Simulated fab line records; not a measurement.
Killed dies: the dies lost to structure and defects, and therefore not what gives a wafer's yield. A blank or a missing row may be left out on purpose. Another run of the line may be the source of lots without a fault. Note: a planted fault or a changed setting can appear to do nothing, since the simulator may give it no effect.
One fault through the eyes of 2 desks + flow n5Finfet + each desk has only its own numbers; what lay behind them comes last

AT THE METROLOGY DESK
Lot by lot, what the gauges showed, no matter which tool ran the lot: averages of those sampled wafers that carry a number. The brackets show how far a lot's mean lies from the usual mean; more than 4 standard deviations puts the lot out of limits, marked OUT. Readings shown: 7 of its 10, picked as those furthest out on some lot.
Columns: A = DIBL_P at N5_BEOL_M4_RC_MEAS_101, usual 36.4 mV/V; B = ION_N at N5_BEOL_M4_RC_MEAS_101, usual 680 uA/um; C = ION_P at N5_BEOL_M4_RC_MEAS_101, usual 465 uA/um; D = SS_N at N5_BEOL_M4_RC_MEAS_101, usual 71.5 mV/dec; E = SS_P at N5_BEOL_M4_RC_MEAS_101, usual 73.2 mV/dec; F = VT_N at N5_BEOL_M4_RC_MEAS_101, usual 249 mV; G = VT_P at N5_BEOL_M4_RC_MEAS_101, usual -250 mV
| lot  | first seen here | A    | B   | C   | D    | E    | F   | G    |
|------|-----------------|------|-----|-----|------|------|-----|------|
| L931 | day 8 08:55     | 35.4 | 675 | 463 | 71.6 | 72.7 | 250 | -249 |
| L930 | day 8 12:06     | 35.5 | 682 | 457 | 71.4 | 73.5 | 251 | -252 |
| L939 | day 10 02:14    | 39.3 | 693 | 474 | 71.9 | 73.8 | 248 | -249 |
| L940 | day 10 04:45    | 34.8 | 678 | 467 | 71.8 | 72.8 | 247 | -248 |
| L941 | day 10 17:04    | 38.8 | 673 | 459 | 71.6 | 74.3 | 249 | -250 |
| L942 | day 11 07:11    | 34.6 | 679 | 461 | 71.3 | 72.7 | 248 | -251 |
| L944 | day 11 16:40    | 37.0 | 672 | 458 | 70.8 | 73.2 | 254 | -255 |
| L950 | day 13 14:23    | 36.8 | 685 | 462 | 71.6 | 73.3 | 246 | -252 |
| L953 | day 13 21:46    | 36.4 | 678 | 468 | 71.7 | 73.1 | 249 | -249 |
This desk found nothing out of limits on any of the 9 lots.

THE TOOL OWNER'S DESK: aldMetal-03
The tool's own readings at N5_BEOL_M0_ALD_136 (deposits TaN, pulse time 2 s, purge time 3 s, co reactant purge time 2 s): means of the sampled wafers that have a number, for each lot that ran on this tool. The brackets show how far a lot's mean lies from the usual mean; more than 4 standard deviations puts the lot out of limits, marked OUT.
Columns: A = heaterPowerW at N5_BEOL_M0_ALD_136, usual 417 W
| lot  | first seen here | A   |
|------|-----------------|-----|
| L939 | day 7 23:55     | 373 |
| L940 | day 8 03:38     | 380 |
| L942 | day 9 01:10     | 362 |
| L944 | day 9 10:08     | 342 |
| L950 | day 11 02:20    | 390 |
| L953 | day 11 15:44    | 360 |
This desk found nothing out of limits on any of the 6 lots.

BROUGHT TOGETHER
The metrology desk saw nothing out of limits.
Nothing out of limits was seen by the tool owner's desk.

WHAT HAD BEEN PUT IN BY THE SIMULATOR
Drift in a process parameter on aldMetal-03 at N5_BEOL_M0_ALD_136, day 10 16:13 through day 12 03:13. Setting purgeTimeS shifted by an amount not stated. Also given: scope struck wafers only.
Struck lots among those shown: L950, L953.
